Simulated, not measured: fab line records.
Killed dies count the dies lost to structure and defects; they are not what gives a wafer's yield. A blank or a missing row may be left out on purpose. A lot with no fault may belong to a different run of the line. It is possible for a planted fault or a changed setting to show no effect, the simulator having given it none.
Chamber matching | flow nand-harc | 4 sister chambers for NHARC_A_CHANNEL_FILL_D1_ALD_14 on ald-hk-04
The step deposits SiO2, target thk 2.5 nm, pulse time 10 s, ald cycles 25. 8 wafers are shown with their chamber, then 8 later ones without.

## WAFERS, EACH WITH ITS CHAMBER
wafer  | chamber | heater-power-w (W) | precursor-pulse-height-rel
L075.3 | 2       | 474                | 0.996
L079.4 | 1       | 437                | 0.993
L080.2 | 0       | 371                | 1.012
L080.5 | 0       | 385                | 0.970
L080.3 | 1       | 423                | 0.997
L080.4 | 2       | 468                | 0.985
L080.6 | 3       | 560                | 1.019
L089.2 | 3       | 553                | 1.007

## WAFERS WITHOUT THEIR CHAMBER
wafer  | heater-power-w (W) | precursor-pulse-height-rel
L089.4 | 432                | 0.995
L089.6 | 480                | 1.038
L093.3 | 472                | 0.968
L093.4 | 376                | 0.961
L093.6 | 575                | 0.972
L097.2 | 550                | 1.008
L097.4 | 469                | 1.009
L097.6 | 367                | 1.018

## CHAMBER TAKEN BY EACH
wafer  | from the rows above | in truth
L089.4 | 1                   | 1
L089.6 | 2                   | 2
L093.3 | 2                   | 2
L093.4 | 0                   | 0
L093.6 | 3                   | 3
L097.2 | 3                   | 3
L097.4 | 2                   | 2
L097.6 | 0                   | 0
8 of 8 placed correctly. Can't be placed from these rows: 0. Wrongly placed: 0.
How it was worked out, from the rows above alone: a wafer's distance from a chamber is the root of the sum, over the readings, of the square of ((its reading less the chamber's mean) divided by the reading's scatter). If the next closest chamber is less than 2 further off than the closest, the wafer can't be placed; otherwise it belongs to the closest. A chamber's mean is the mean of its shown wafers. The scatter is the square root of a quotient: the sum, over the shown wafers, of each reading's squared deviation from its chamber's mean, divided by wafers minus chambers.
